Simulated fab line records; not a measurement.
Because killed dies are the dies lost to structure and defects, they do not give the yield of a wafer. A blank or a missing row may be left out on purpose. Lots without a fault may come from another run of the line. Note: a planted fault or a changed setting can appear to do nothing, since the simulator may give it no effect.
Chamber matching ; flow n5Finfet ; 4 sister chambers for N5_BEOL_M2_DESCUM_33 on rieDiel-05
The step chemistry O2, time 7 s. 22 wafers are shown with their chamber, then 11 later ones without.

## EACH WAFER AND ITS CHAMBER
wafer;chamber;showerheadPlenumPTorr (Torr);drypumpMotorCurrentA (A);throttleValvePct (%)
L074.3;0;2.22;5.7;20.08
L074.4;1;2.24;6.2;20.51
L074.5;1;2.24;6.2;20.51
L077.2;2;2.10;5.7;20.03
L077.3;1;2.23;6.2;20.52
L077.6;0;2.22;5.7;20.08
L075.1;1;2.23;6.2;20.54
L075.4;0;2.22;5.7;20.09
L075.5;1;2.23;6.2;20.53
L079.2;0;2.22;5.7;20.08
L079.3;2;2.10;5.8;20.04
L079.4;3;2.25;6.7;20.40
L081.1;2;2.10;5.7;20.04
L081.2;0;2.21;5.7;20.08
L081.6;0;2.21;5.7;20.08
L083.1;2;2.10;5.8;20.06
L083.2;3;2.25;6.7;20.41
L083.3;1;2.23;6.2;20.56
L083.4;0;2.21;5.6;20.10
L083.5;2;2.10;5.8;20.07
L083.6;3;2.25;6.7;20.42
L085.2;2;2.10;5.8;20.07

SIGNATURES (means of the wafers above)
reading;chamber 0;chamber 1;chamber 2;chamber 3;scatter within a chamber
showerheadPlenumPTorr;2.2157;2.2333;2.1000;2.2500;0.00411
drypumpMotorCurrentA;5.686;6.200;5.767;6.700;0.0349
throttleValvePct;20.0843;20.5283;20.0517;20.4100;0.0148
Rule: a wafer lies at a distance from a chamber equal to the root of the sum of squares, over the readings, of (its reading less the chamber's mean, divided by the reading's scatter). The wafer belongs to the nearest chamber; if the next one is less than 2 further off, it can't be placed. The scatter: the root of (the sum of the squares of (reading less its chamber's mean) over the shown wafers, divided by (wafers less chambers)).

## WAFERS MISSING THEIR CHAMBER
wafer;showerheadPlenumPTorr (Torr);drypumpMotorCurrentA (A);throttleValvePct (%)
L085.3;2.23;6.1;20.56
L085.6;2.10;5.8;20.07
L086.3;2.25;6.7;20.42
L086.5;2.25;6.7;20.43
L086.6;2.10;5.8;20.08
L097.1;2.20;5.7;20.13
L097.2;2.22;6.2;20.61
L097.3;2.09;5.8;20.11
L097.4;2.24;6.7;20.45
L097.5;2.24;6.7;20.46
L097.6;2.09;5.8;20.11

## WHICH CHAMBER EACH WENT THROUGH
wafer;from the rows above;in truth
L085.3;1;1
L085.6;2;2
L086.3;3;3
L086.5;3;3
L086.6;2;2
L097.1;0;0
L097.2;1;1
L097.3;2;2
L097.4;3;3
L097.5;3;3
L097.6;2;2
Correct placement for 11 of the 11. Left unplaced by these rows: 0. Placed wrongly: 0.
